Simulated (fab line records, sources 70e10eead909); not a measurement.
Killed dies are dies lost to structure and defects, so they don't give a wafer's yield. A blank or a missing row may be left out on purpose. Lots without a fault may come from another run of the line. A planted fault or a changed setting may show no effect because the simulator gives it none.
Chamber matching | flow nand_harc | NHARC_A_STAIRCASE_CMP_450 on cmp-02: 4 sister chambers
The step polishes SiO2, target thk 200 nm. 8 wafers are shown with their chamber, then 9 later ones without.

WAFERS WITH THEIR CHAMBER
wafer  | chamber | motor_current_A (A) | edge_zone_pressure_frac
L080.3 | 2       | 12.2                | 1.012
L081.4 | 1       | 12.8                | 0.999
L082.1 | 0       | 12.7                | 0.995
L082.5 | 0       | 12.9                | 0.997
L082.6 | 3       | 9.9                 | 0.997
L084.1 | 1       | 13.0                | 1.003
L084.4 | 2       | 11.8                | 1.008
L084.5 | 3       | 9.7                 | 1.001

WAFERS WITHOUT THEIR CHAMBER
wafer  | motor_current_A (A) | edge_zone_pressure_frac
L088.2 | 11.8                | 1.003
L088.4 | 10.7                | 0.991
L088.5 | 11.8                | 1.009
L092.3 | 10.3                | 0.996
L092.4 | 13.2                | 1.007
L092.6 | 12.8                | 1.005
L094.2 | 12.3                | 0.994
L094.3 | 12.6                | 1.000
L094.4 | 10.0                | 1.003

WHICH CHAMBER EACH WENT THROUGH
wafer  | from the rows above     | in truth
L088.2 | 2                       | 2
L088.4 | 3                       | 3
L088.5 | 2                       | 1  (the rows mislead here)
L092.3 | 3                       | 3
L092.4 | can't be placed: 1 or 0 | 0
L092.6 | can't be placed: 1 or 0 | 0
L094.2 | can't be placed: 0 or 1 | 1
L094.3 | can't be placed: 1 or 0 | 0
L094.4 | 3                       | 3
Placed correctly: 4 of 9. Can't be placed from these rows: 4 (the true chamber is among the candidates in 4). Placed wrongly: 1.
How it was worked out, from the rows above alone: a wafer's distance from a chamber is the root of the sum, over the readings, of the square of ((its reading less the chamber's mean) divided by the reading's scatter). The wafer belongs to the nearest chamber; if the next one is less than 2 further off, it can't be placed. A chamber's mean is the mean of its shown wafers. The scatter: the root of (the sum of the squares of (reading less its chamber's mean) over the shown wafers, divided by (wafers less chambers)).
